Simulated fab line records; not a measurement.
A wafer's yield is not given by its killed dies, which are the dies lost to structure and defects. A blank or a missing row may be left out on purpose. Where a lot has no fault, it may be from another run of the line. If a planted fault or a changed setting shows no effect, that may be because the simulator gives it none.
A struck lot beside a sound one -- flow nandHarc -- 38 steps out of a route of 1302
Sound: these wafers, L328.1, L328.5, L328.6. The struck wafers were L320.2, L320.5, L320.6. At the end, the cause is stated.
Order at every step that has rows: each side's tool, ch and its chambers, its first start. Under that, the readings that differ: sound wafers -- struck wafers -- difference of the means -- sigmas: that difference in standard deviations of wafers without a fault.
alike: readings with means less than 2 such deviations apart, plus words and numbers identical on both sides. not compared: withheld readings, readings lacking a value on some wafer, bounds such as >300 that could conceal the same value, and numbers that have no deviation in the record and whose values overlap.
The two part at a step that has a row with sigmas, a row that says differs or no value, or rows on one side only. Non-overlapping numbers with no deviation appear without sigmas and do not part them. A reading that every wafer of one side lacks parts them only if that side has two wafers or more.

NHARC_P_BONDPAD_OVL_MEAS_38:
  sound: overlay-01 at day 13 16:44; struck: overlay-01 at day 10 11:20
  alike: overlayXNm, overlayYNm
then, 3 steps without rows for these wafers: NHARC_P_BONDPAD_HARDBAKE_10 (time 65 s); NHARC_P_BONDPAD_DESCUM_11 (chemistry O2, time 3 s); NHARC_P_BONDPAD_ETCH_37 (etches the open film in N2/H2, target depth 60 nm, overetch 18 nm, time 65.91 s).
NHARC_P_BONDPAD_ETCH_12: etches the open film in CHF3/O2, target depth 200 nm, time 100 s.
  sound on rieDiel-10 ch 2,3; struck on rieDiel-04 ch 2,3
  alike: chamberPressureMTorr, drypumpMotorCurrentA, oesProductAu, rfVppV, showerheadPlenumPTorr, throttleValvePct
  not compared: rfHoursCounterH
NHARC_P_BONDPAD_CD_MEAS_13:
  sound: cdSem-03 at day 13 17:10; struck: cdSem-03 at day 10 11:47
  alike: cdNm
then, 1 step without rows for these wafers: NHARC_P_BONDPAD_STRIP_15 (strips in O2).
NHARC_P_BONDPAD_ETCH_24: etches the open film in CF4/N2, target depth 30 nm, time 72.99 s.
  sound on rieDiel-01 ch 0,2,3; struck on rieDiel-04 ch 0,1,2
  alike: chamberPressureMTorr, drypumpMotorCurrentA, oesProductAu, rfVppV, showerheadPlenumPTorr, throttleValvePct
  not compared: rfHoursCounterH
then, 3 steps without rows for these wafers: NHARC_P_BONDPAD_STRIP_16 (strips in post etch residue remover, time 600 s); NHARC_P_BONDPAD_DEGAS_25 (time 60 s); NHARC_P_BONDPAD_PRE_CLEAN_26 (time 30 s).
NHARC_P_BONDPAD_PVD_17: deposits TaN, target thk 5 nm, time 8.06 s.
  sound on pvdSputter-01; struck on pvdSputter-02
  alike: throttleValvePct
NHARC_P_BONDPAD_PVD_27: deposits Cu, target thk 30 nm, time 20.49 s.
  sound: pvdSputter-01 at day 13 18:02; struck: pvdSputter-02 at day 10 12:38
  alike: throttleValvePct
then, 4 steps without rows for these wafers: NHARC_P_BONDPAD_ECD_18 (material Cu, target thk 400 nm); NHARC_P_BONDPAD_ANNEAL_28 (time 90 s); NHARC_P_BONDPAD_CMP_19 (polishes, t overpolish 30 s, cu recess touch 16 s, target thk 160.81 nm); NHARC_P_BONDPAD_SRD_21 (time 30 s, dry time 20 s).
NHARC_P_BONDPAD_ACTIVATE_29: chemistry N2, time 60 s.
  sound on rieDiel-04 ch 1,2, day 13 19:29; struck on rieDiel-01 ch 0,1, day 10 14:04
  alike: drypumpMotorCurrentA, oesProductAu, rfVppV, showerheadPlenumPTorr
  not compared: rfHoursCounterH
then, 13 steps without rows for these wafers: NHARC_P_BONDPAD_PRECLEAN_30 (cleans in DIW, time 300 s); NHARC_P_BONDPAD_SRD_31 (time 30 s, dry time 20 s); NHARC_A_ZERO_WELL_PRECLEAN_00 (cleans in SPM, time 600 s); NHARC_A_ZERO_WELL_SRD_01; NHARC_A_ZERO_WELL_DEHYDRATE_02 (time 120 s); NHARC_A_ZERO_WELL_HMDS_03 (time 30 s); NHARC_A_ZERO_WELL_COAT_18 (time 65 s); NHARC_A_ZERO_WELL_COAT_04 (resist thk 600 nm); NHARC_A_ZERO_WELL_SOFTBAKE_05 (time 70 s); NHARC_A_ZERO_WELL_EBR_06; NHARC_A_ZERO_WELL_EXPOSE_07 (exposes mask A ZERO); NHARC_A_ZERO_WELL_PEB_08 (peb time 80 s); NHARC_A_ZERO_WELL_DEVELOP_09 (time 50 s).
NHARC_A_ZERO_WELL_CD_MEAS_10: target cd 2000 nm.
  sound on cdSem-03 ch 0, day 13 20:44; struck on cdSem-01 ch 0, day 10 15:21
  alike: cdNm
then, 1 step without rows for these wafers: NHARC_A_ZERO_WELL_HARDBAKE_11 (time 65 s).
NHARC_A_ZERO_WELL_DESCUM_12: chemistry O2, time 3 s.
  sound on rieDiel-11 ch 0,1, day 13 20:53; struck on rieDiel-11 ch 0,3, day 10 15:38
  alike: chamberPressureMTorr, drypumpMotorCurrentA, oesProductAu, rfVppV, showerheadPlenumPTorr, throttleValvePct
  not compared: rfHoursCounterH
then, 3 steps without rows for these wafers: NHARC_A_ZERO_WELL_ETCH_19 (etches the open film in N2/H2, target depth 80 nm, overetch 24 nm, time 87.88 s); NHARC_A_ZERO_WELL_ETCH_13 (etches the open film in HBr/Cl2, target depth 120 nm, time 40.1 s); NHARC_A_ZERO_WELL_STRIP_14 (strips in SPM, time 900 s).
-- the record jumps here: 17 days lie between the struck wafers' starts before and after (it left off in module A_ZERO_WELL and takes up again in module END, whose first step shown is number 1302 of the route) --
NHARC_END_SORT_01:
  sound on prober-01 ch 0, day 30 22:35; struck on prober-02 ch 0, day 28 00:38
reading,sound,struck,difference,sigmas
killedAtPeriphery,4 5 1,76 26 81,+58,+19
  alike: defectLimitedYield, killedAtArray, killedAtOther, killedDies, killedOpen, killedShort

WHERE THEY PART
Within this record, at NHARC_END_SORT_01 only.

WHY: what had been put in by the simulator
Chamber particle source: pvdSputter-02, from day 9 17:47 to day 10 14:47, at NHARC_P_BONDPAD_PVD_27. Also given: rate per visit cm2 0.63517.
